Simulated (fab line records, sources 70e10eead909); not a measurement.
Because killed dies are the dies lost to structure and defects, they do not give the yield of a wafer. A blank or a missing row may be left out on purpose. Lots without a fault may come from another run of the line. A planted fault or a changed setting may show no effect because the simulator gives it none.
Problem report, 8D (eight disciplines) form, completed by code | flow nand harc | the parts of the form that need people (team, actions taken, sign-off) are left out

== 1. PROBLEM STATEMENT ==
Wafers without a fault read 1001 nm, standard deviation 5.5; thk nm at NHARC_A_ONON_D2_THK_MEAS_30 reads a mean of 745 nm on 3 wafers belonging to 2 lots. That is -46 standard deviations from the usual mean.
The step: measures by ellipsometry.
The first sign was on wafer L453.2 at day 19 12:02, on film metro-01. The record holds 37 wafers of 13 lots with a number at this step. The rule behind "out" and "out of limits": a value lying over 4 standard deviations away from the usual mean. The other wafers with a number count as sound.

== 2. WHAT THIS IS AND IS NOT ==
question                    | is                           | is not
which readings at this step | thk nm                       | -
which lots                  | L453, L457                   | L438, L439, L440, L441, L447, L448, L449, L450, L458, L459, L460
which wafers of those lots  | L453.2, L453.4, L457.4       | L457.3
read on which gauges        | film metro-01, film metro-02 | -
when                        | from day 19 12:02            | up to then (24 sound wafers); but 10 sound wafers of L457, L458, L459, L460 came after

== 3. WHAT RULES OUT EACH SUSPECT ==
Counting: if a tool at a process step up to the reading ran every lot that is out, it stays a suspect. Sound lots after the first of them don't rule it out here, since some wafers of a struck lot are sound.
- the gauge at NHARC_A_ONON_D2_THK_MEAS_30 is ruled out. 2 gauges (film metro-01, film metro-02) read the wafers that are out.
- pecvd onon-04 at NHARC_A_ONON_D2_DEP_28 (target thk 1000 nm): kept. It ran every lot that is out, first L453 (day 19 11:35); its last sound lot up to then is L448 (day 17 07:06).
Left after counting: pecvd onon-04 at NHARC_A_ONON_D2_DEP_28.

== 4. THE CAUSE (what the simulator had put in) ==
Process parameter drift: pecvd onon-04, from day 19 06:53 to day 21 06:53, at NHARC_A_ONON_D2_DEP_28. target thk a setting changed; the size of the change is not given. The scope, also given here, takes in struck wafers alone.
This tool alone remained once counting was done.

== 5. SEQUENCE OF EFFECTS, ordered by route ==
One row per reading whose mean, taken over the struck wafers that have a number, lies over 3 standard deviations from the usual. Only readings for which the record gives a usual standard deviation are gone through. hours: the time from each lot's start at the first step in this table that gives one to its start at this step, as a median over the lots. sigmas: the change in usual standard deviations.
hours | step                        | reading         | usual   | on struck wafers | change | sigmas
0     | NHARC_A_ONON_D2_THK_MEAS_30 | thk nm          | 1001 nm | 745              | -256   | -46
275   | NHARC_END_SORT_01           | killed at array | 55      | 671              | +616   | +51
275   | NHARC_END_SORT_01           | killed dies     | 60      | 677              | +617   | +51
At these later measuring or inspecting steps, every struck wafer for which the step has a row has a number for every such reading, and none has moved that far: NHARC_A_ONON_D2_INSPECT_32.

== 6. HOW IT WOULD HAVE BEEN CAUGHT EARLIER ==
5 hours passed between the start of the fault at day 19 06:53 and the first reading out of limits at a measuring or inspecting step in this record, taken at day 19 12:02.
An alarm limit of 4 standard deviations would not have fired on the tool readings at NHARC_A_ONON_D2_DEP_28 for which the record gives a usual standard deviation, since none of them was out on any struck wafer.
Lots out: 2; of these, L457 started NHARC_A_ONON_D2_DEP_28 on pecvd onon-04 after day 19 12:02. Putting the tool on hold at that point would have spared it.
